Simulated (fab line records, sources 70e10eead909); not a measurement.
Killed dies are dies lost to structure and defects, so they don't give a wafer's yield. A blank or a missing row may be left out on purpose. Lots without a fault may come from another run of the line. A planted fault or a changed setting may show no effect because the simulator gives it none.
Which tool did it? | flow nand_harc | 13 lots, 39 wafers sampled, at 6 steps of a route of 1159

WHAT THE GAUGES READ, wafer by wafer
NHARC_P_START_INSPECT_01. Usual: raw_defect_count 3.7, standard deviation 2.
lot  | measured    | on                | raw_defect_count | flag
L966 | day 1 12:02 | defect_inspect-01 | 3 5 4            |
L968 | day 2 00:02 | defect_inspect-02 | 4 5 2            |
L969 | day 2 06:02 | defect_inspect-01 | 1 3 3            |
L970 | day 2 12:02 | defect_inspect-02 | 2 7 1            |
L972 | day 3 00:03 | defect_inspect-02 | 0 5 9            |
L975 | day 3 18:02 | defect_inspect-02 | 4 7 1            |
L977 | day 4 06:02 | defect_inspect-01 | 4 2 2            |
L979 | day 4 18:02 | defect_inspect-02 | 4 3 3            |
L980 | day 5 00:02 | defect_inspect-02 | 3 4 5            |
L981 | day 5 06:02 | defect_inspect-01 | 0 3 2            |
L987 | day 6 18:02 | defect_inspect-01 | 8 3 1            |
L988 | day 7 00:02 | defect_inspect-01 | 1 3 6            |
L989 | day 7 06:02 | defect_inspect-01 | 2 10 4           |

NHARC_P_ZERO_WELL_CD_MEAS_24: target cd 720 nm. Usual: cd_nm 719.1 nm, standard deviation 1.8.
lot  | measured    | on        | cd_nm (nm)        | flag
L966 | day 1 14:29 | cd_sem-02 | 716.9 718.3 719.4 |
L968 | day 2 02:37 | cd_sem-02 | 719.5 718.6 720.8 |
L969 | day 2 08:27 | cd_sem-03 | 719.9 720.2 718.5 |
L970 | day 2 14:28 | cd_sem-03 | 718.4 719.5 719.0 |
L972 | day 3 02:29 | cd_sem-03 | 716.9 718.6 720.5 |
L975 | day 3 20:35 | cd_sem-03 | 717.2 716.5 720.8 |
L977 | day 4 08:37 | cd_sem-02 | - - -             | OFF
L979 | day 4 20:36 | cd_sem-02 | 721.4 722.6 722.1 |
L980 | day 5 02:20 | cd_sem-03 | 721.2 716.5 721.2 |
L981 | day 5 08:28 | cd_sem-01 | 721.1 719.0 719.7 |
L987 | day 6 20:28 | cd_sem-01 | 719.5 716.1 717.0 |
L988 | day 7 02:35 | cd_sem-02 | 720.8 718.5 721.7 |
L989 | day 7 08:40 | cd_sem-03 | 718.1 717.5 718.6 |

NHARC_P_STI_CD_MEAS_16. Usual: cd_nm 199.8 nm, standard deviation 2.7.
lot  | measured    | on        | cd_nm (nm)        | flag
L966 | day 2 11:33 | cd_sem-01 | 194.0 197.1 196.0 |
L968 | day 2 23:34 | cd_sem-01 | 201.6 201.3 200.1 |
L969 | day 3 08:37 | cd_sem-01 | 199.3 198.1 197.2 |
L970 | day 3 08:38 | cd_sem-01 | 198.9 203.1 202.6 |
L972 | day 3 23:28 | cd_sem-01 | 197.4 199.4 202.4 |
L975 | day 4 17:44 | cd_sem-03 | 201.4 201.7 202.3 |
L979 | day 5 14:34 | cd_sem-01 | 203.9 204.3 201.8 |
L980 | day 5 23:43 | cd_sem-02 | 199.2 200.6 200.5 |
L981 | day 6 05:51 | cd_sem-02 | 195.1 198.6 196.5 |
L987 | day 7 17:20 | cd_sem-02 | 196.7 198.1 199.0 |
L988 | day 8 02:04 | cd_sem-01 | 200.5 200.4 199.7 |
L989 | day 8 05:40 | cd_sem-01 | 201.1 201.6 202.5 |

NHARC_END_SORT_01. Usual: killed_at_array 29, standard deviation 11; killed_at_other 0.5, standard deviation 0.85; killed_at_periphery 3.0, standard deviation 2.3; killed_dies 33, standard deviation 12; killed_open 3.3, standard deviation 1.9; killed_short 2.0, standard deviation 1.5.
lot  | measured     | on        | killed_at_array | killed_at_other | killed_at_periphery | killed_dies | killed_open | killed_short | flag
L977 | day 26 23:06 | prober-02 | 16 22 25        | 0 0 0           | 661 655 652         | 677 677 677 | 2 1 3       | 3 2 2        | OFF

WHICH TOOL RAN EACH LOT (tool, then ch and the chambers of the sampled wafers, then the start)
lot  | NHARC_P_ZERO_WELL_ETCH_62                    | NHARC_P_ZERO_WELL_EXPOSE_21
L966 | rie_diel-10 ch 2,3, day 1 14:20 or earlier   | krf_scanner-01 ch 0, day 1 14:20
L968 | rie_diel-03 ch 0,2,3, day 2 02:27 or earlier | krf_scanner-01 ch 0, day 2 02:27
L969 | rie_diel-10 ch 0,1,3, day 2 08:18 or earlier | krf_scanner-01 ch 0, day 2 08:18
L970 | rie_diel-09 ch 1,2,3, day 2 14:19 or earlier | krf_scanner-01 ch 0, day 2 14:19
L972 | rie_diel-09 ch 0,1,2, day 3 02:21 or earlier | krf_scanner-03 ch 0, day 3 02:21
L975 | rie_diel-03 ch 0,2,3, day 3 20:26 or earlier | krf_scanner-01 ch 0, day 3 20:26
L977 | rie_diel-10 ch 2,3, day 4 08:28 or earlier   | krf_scanner-01 ch 0, day 4 08:28
L979 | rie_diel-10 ch 0,2,3, day 4 20:26 or earlier | krf_scanner-01 ch 0, day 4 20:26
L980 | rie_diel-03 ch 0,1,2, day 5 02:11 or earlier | krf_scanner-01 ch 0, day 5 02:11
L981 | rie_diel-10 ch 0,2,3, day 5 08:18 or earlier | krf_scanner-03 ch 0, day 5 08:18
L987 | rie_diel-03 ch 0,2,3, day 6 20:19 or earlier | krf_scanner-02 ch 0, day 6 20:19
L988 | rie_diel-03 ch 0,1,3, day 7 02:26 or earlier | krf_scanner-01 ch 0, day 7 02:26
L989 | rie_diel-10 ch 0,3, day 7 08:31 or earlier   | krf_scanner-01 ch 0, day 7 08:31
- NHARC_P_ZERO_WELL_ETCH_62: etches the open film in CHF3/Ar, target depth 13 nm, time 6.5 s.
- NHARC_P_ZERO_WELL_EXPOSE_21: exposes mask P NWELL, target cd 720 nm.

WHAT THE TOOLS THEMSELVES READ (means of the sampled wafers that have a number; where no wafer has one, the mark that the record gives instead)
NHARC_P_ZERO_WELL_ETCH_62. Usual: drypump_motor_current_A 5.6 A, standard deviation 0.62; oes_product_au 0.959 a.u., standard deviation 0.02; rf_vpp_V 370.9 V, standard deviation 2.3; showerhead_plenum_p_Torr 2.36 Torr, standard deviation 0.1; throttle_valve_pct 20.218 %, standard deviation 0.0089.
lot  | tool        | drypump_motor_current_A (A) | oes_product_au (a.u.) | rf_vpp_V (V) | showerhead_plenum_p_Torr (Torr) | throttle_valve_pct (%) | flag
L966 | rie_diel-10 | 5.4                         | 0.939                 | 371.0        | 2.39                            | 20.217                 |
L968 | rie_diel-03 | 5.5                         | 0.955                 | 371.6        | 2.40                            | 20.221                 |
L969 | rie_diel-10 | 5.3                         | 0.972                 | 369.8        | 2.33                            | 20.219                 |
L970 | rie_diel-09 | 5.5                         | 0.968                 | 371.0        | 2.39                            | 20.217                 |
L972 | rie_diel-09 | 5.9                         | 0.966                 | 371.9        | 2.39                            | 20.216                 |
L975 | rie_diel-03 | 5.5                         | 0.971                 | 372.1        | 2.40                            | 20.216                 |
L977 | rie_diel-10 | 5.1                         | 0.956                 | 369.8        | 2.29                            | 20.213                 |
L979 | rie_diel-10 | 5.5                         | 0.962                 | 371.5        | 2.35                            | 20.219                 |
L980 | rie_diel-03 | 5.9                         | 0.918                 | 371.6        | 2.41                            | 20.220                 |
L981 | rie_diel-10 | 5.5                         | 0.973                 | 370.2        | 2.35                            | 20.209                 |
L987 | rie_diel-03 | 5.5                         | 0.961                 | 371.5        | 2.40                            | 20.211                 |
L988 | rie_diel-03 | 5.3                         | 0.926                 | 369.4        | 2.33                            | 20.225                 |
L989 | rie_diel-10 | 5.5                         | 0.973                 | 370.7        | 2.31                            | 20.215                 |

THE ANSWER, worked out from the rows above alone
Rule: a lot is off if the mean of its wafers that have a number lies more than 3 standard deviations from the usual mean. A lot without any number at a reading at which 4 lots or more have one is off too. The other lots that the step has rows for count as sound. The gauges are gone through in route order, then the tools' own readings, and for those a lot's mean is taken as printed above. The first step at which some lot is off is used, and at that step the reading that is off furthest; a lot without a number counts as furthest.
Off: L977, at NHARC_P_ZERO_WELL_CD_MEAS_24 (cd_nm). Without a number there: L977.
A tool fits if, at a process step before that reading, it ran every lot that is off, and no sound lot after the first of them. The gauges at NHARC_P_ZERO_WELL_CD_MEAS_24 aren't tried: what is off there is off at NHARC_END_SORT_01 too, on other tools, and a gauge's error can't cause that. NHARC_P_ZERO_WELL_ETCH_62 gives no start for some lots, so the hours and the order of its lots are those of NHARC_P_ZERO_WELL_EXPOSE_21. None of those tried fits.

WHAT THE SIMULATOR HAD PUT IN
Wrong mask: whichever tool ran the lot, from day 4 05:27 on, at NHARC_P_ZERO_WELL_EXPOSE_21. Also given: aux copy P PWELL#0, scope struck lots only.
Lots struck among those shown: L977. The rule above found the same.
